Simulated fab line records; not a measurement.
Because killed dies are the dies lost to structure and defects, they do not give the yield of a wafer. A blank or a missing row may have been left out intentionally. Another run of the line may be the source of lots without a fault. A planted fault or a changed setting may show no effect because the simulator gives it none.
Matching of chambers	flow n5 finfet	N5_BEOL_M2_ETCH_77 on rie diel-04: 4 sister chambers
The step etches underlayer in N2/H2, target depth 6.5 nm, time 5.2 s. 18 wafers are shown with their chamber, then 9 later ones without.

== EACH WAFER AND ITS CHAMBER ==
wafer	chamber	drypump motor current A (A)	showerhead plenum p Torr (Torr)	etch rf on time s (s)
L075.1	3	6.2	2.45	5.20
L075.5	0	6.2	2.61	5.02
L075.6	3	6.1	2.45	5.19
L076.3	2	5.5	2.64	4.91
L076.4	1	5.4	2.51	5.33
L076.6	3	6.2	2.45	5.23
L088.2	0	6.2	2.59	4.94
L088.4	2	5.5	2.63	4.93
L088.6	0	6.2	2.59	4.93
L089.2	3	6.2	2.44	5.23
L089.4	2	5.5	2.63	4.98
L089.6	1	5.4	2.50	5.34
L092.3	3	6.1	2.44	5.18
L092.4	2	5.5	2.63	4.93
L092.5	0	6.2	2.59	4.94
L091.1	1	5.4	2.50	5.35
L091.2	2	5.5	2.63	4.96
L091.6	1	5.4	2.50	5.38

SIGNATURES, as means of the wafers listed above
reading	chamber 0	chamber 1	chamber 2	chamber 3	scatter within a chamber
drypump motor current A	6.200	5.400	5.500	6.160	0.0293
showerhead plenum p Torr	2.5950	2.5025	2.6320	2.4460	0.00641
etch rf on time s	4.9575	5.3500	4.9420	5.2060	0.0291
Rule: for a wafer and a chamber, the distance is found by dividing, reading by reading, the gap between the wafer's reading and the chamber's mean by the reading's scatter, squaring, summing and taking the root. If the next closest chamber is less than 2 further off than the closest, the wafer can't be placed; otherwise it belongs to the closest. The scatter: the root of (the sum of the squares of (reading less its chamber's mean) over the shown wafers, divided by (wafers less chambers)).

== WAFERS MISSING THEIR CHAMBER ==
wafer	drypump motor current A (A)	showerhead plenum p Torr (Torr)	etch rf on time s (s)
L095.1	6.2	2.44	5.26
L095.4	5.4	2.50	5.42
L095.5	5.5	2.63	4.99
L094.1	5.4	2.50	5.37
L094.2	6.2	2.59	4.94
L094.4	6.1	2.44	5.15
L097.1	6.1	2.43	5.20
L097.2	5.5	2.62	4.97
L097.6	6.2	2.58	4.93

== WHICH CHAMBER EACH ONE RAN IN ==
wafer	from the rows above	in truth
L095.1	3	3
L095.4	1	1
L095.5	2	2
L094.1	1	1
L094.2	0	0
L094.4	3	3
L097.1	3	3
L097.2	2	2
L097.6	0	0
Placed correctly: 9 of 9. Not placeable from these rows: 0. Placed wrongly: 0.
